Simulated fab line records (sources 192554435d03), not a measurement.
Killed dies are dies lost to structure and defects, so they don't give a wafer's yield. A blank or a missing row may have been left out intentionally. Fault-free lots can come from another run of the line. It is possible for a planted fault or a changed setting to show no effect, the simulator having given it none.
One fault through the eyes of 3 desks :: flow n5 finfet :: numbers are kept per desk, each desk with only its own; the story behind them comes last

THE DEFECT DESK
For each lot, the counts of the inspections along the route, averaged over the sampled wafers that have a number. A lot is out of limits, marked OUT, if its mean lies more than 4 standard deviations from the usual mean; the brackets give that distance.
Columns: A = raw defect count at N5_BEOL_M6_INSPECT_58, usual 73; B = raw defect count at N5_BEOL_M7_INSPECT_13, usual 406
lot: L496
first seen here: day 9 02:14
A: 79
B: 462

lot: L498
first seen here: day 9 06:19
A: 121
B: 504

lot: L499
first seen here: day 9 23:05
A: 79
B: 322

lot: L504
first seen here: day 10 20:44
A: 66
B: 352

lot: L506
first seen here: day 11 01:58
A: 1132 (+39) OUT
B: 1531 (+11) OUT

lot: L505
first seen here: day 11 02:55
A: 1131 (+39) OUT
B: 1422 (+10) OUT

lot: L507
first seen here: day 11 17:29
A: 1139 (+39) OUT
B: 1416 (+10) OUT

lot: L514
first seen here: day 13 16:29
A: 37
B: 342

lot: L516
first seen here: day 14 02:02
A: 79
B: 500

lot: L517
first seen here: day 14 15:04
A: 42
B: 401
This desk finds L505, L506, L507 out of limits, L506 being first, at day 11 01:58 (raw defect count at N5_BEOL_M6_INSPECT_58). Within limits: L496, L498, L499, L504, L514, L516, L517.

FROM THE METROLOGY DESK
Means of the sampled wafers that have a number, per lot and without regard to the tool the lot ran on: this is what the gauges read. A lot is out of limits, marked OUT, if its mean lies more than 4 standard deviations from the usual mean; the brackets give that distance.
Columns: A = trench depth nm at N5_BEOL_M6_OCD_MEAS_38, usual 94.0 nm
lot: L496
first seen here: day 8 22:54
A: 94.5

lot: L498
first seen here: day 9 01:06
A: 94.8

lot: L499
first seen here: day 9 19:20
A: 92.7

lot: L504
first seen here: day 10 18:23
A: 92.8

lot: L506
first seen here: day 10 23:48
A: 93.9

lot: L505
first seen here: day 11 00:06
A: 91.3

lot: L507
first seen here: day 11 14:46
A: 93.4

lot: L514
first seen here: day 13 13:52
A: 92.3

lot: L516
first seen here: day 13 22:49
A: 94.7

lot: L517
first seen here: day 14 11:02
A: 95.7
This desk found nothing out of limits on any of the 10 lots.

THE TOOL OWNER'S DESK: cmp-04
The tool's own readings at N5_BEOL_M6_CMP_52 (polishes, stops on SiCOH lowk, t overpolish 6.9 s, target thk 80 nm): means of the sampled wafers that have a number, for each lot that ran on this tool. A lot is out of limits, marked OUT, if its mean lies more than 4 standard deviations from the usual mean; the brackets give that distance.
Columns: A = barrier field endpoint s at N5_BEOL_M6_CMP_52, usual 28.8 s; B = motor current A at N5_BEOL_M6_CMP_52, usual 6.1 A; C = overpolish run s at N5_BEOL_M6_CMP_52, usual 6.901 s; D = retaining ring pressure frac at N5_BEOL_M6_CMP_52, usual 1.000; E = time to endpoint s at N5_BEOL_M6_CMP_52, usual 61 s
lot: L496
first seen here: day 9 01:47
A: 28.7
B: 5.8
C: 6.902
D: 0.999
E: 61

lot: L498
first seen here: day 9 05:59
A: 28.5
B: 5.7
C: 6.903
D: 0.995
E: 59

lot: L504
first seen here: day 10 20:19
A: 28.3
B: 5.7
C: 6.910
D: 1.001
E: 54

lot: L506
first seen here: day 11 01:31
A: 28.7
B: 5.6
C: 6.903
D: 1.000
E: 60

lot: L505
first seen here: day 11 02:27
A: 28.8
B: 6.4
C: 6.903
D: 1.001
E: 62

lot: L507
first seen here: day 11 17:02
A: 28.9
B: 6.3
C: 6.890
D: 0.997
E: 59
This desk found nothing out of limits on any of the 6 lots.

TAKEN TOGETHER
The defect desk could have raised an alarm at day 11 01:58, on L505, L506, L507.
Nothing out of limits was seen by the metrology desk.
Nothing out of limits was seen by the tool owner's desk.
The metrology desk holds a record of L505, L506, L507, inside its limits.
Tool owner's desk: L505, L506, L507 on record, inside its limits.
All the named lots went through N5_BEOL_M6_CMP_52 on cmp-04.

WHAT HAD BEEN PUT IN BY THE SIMULATOR
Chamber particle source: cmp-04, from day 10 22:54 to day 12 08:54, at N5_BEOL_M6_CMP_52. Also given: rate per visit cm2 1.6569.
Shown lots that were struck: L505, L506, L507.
Hours from the fault's start to each desk's first reading out of limits: the defect desk, 3.
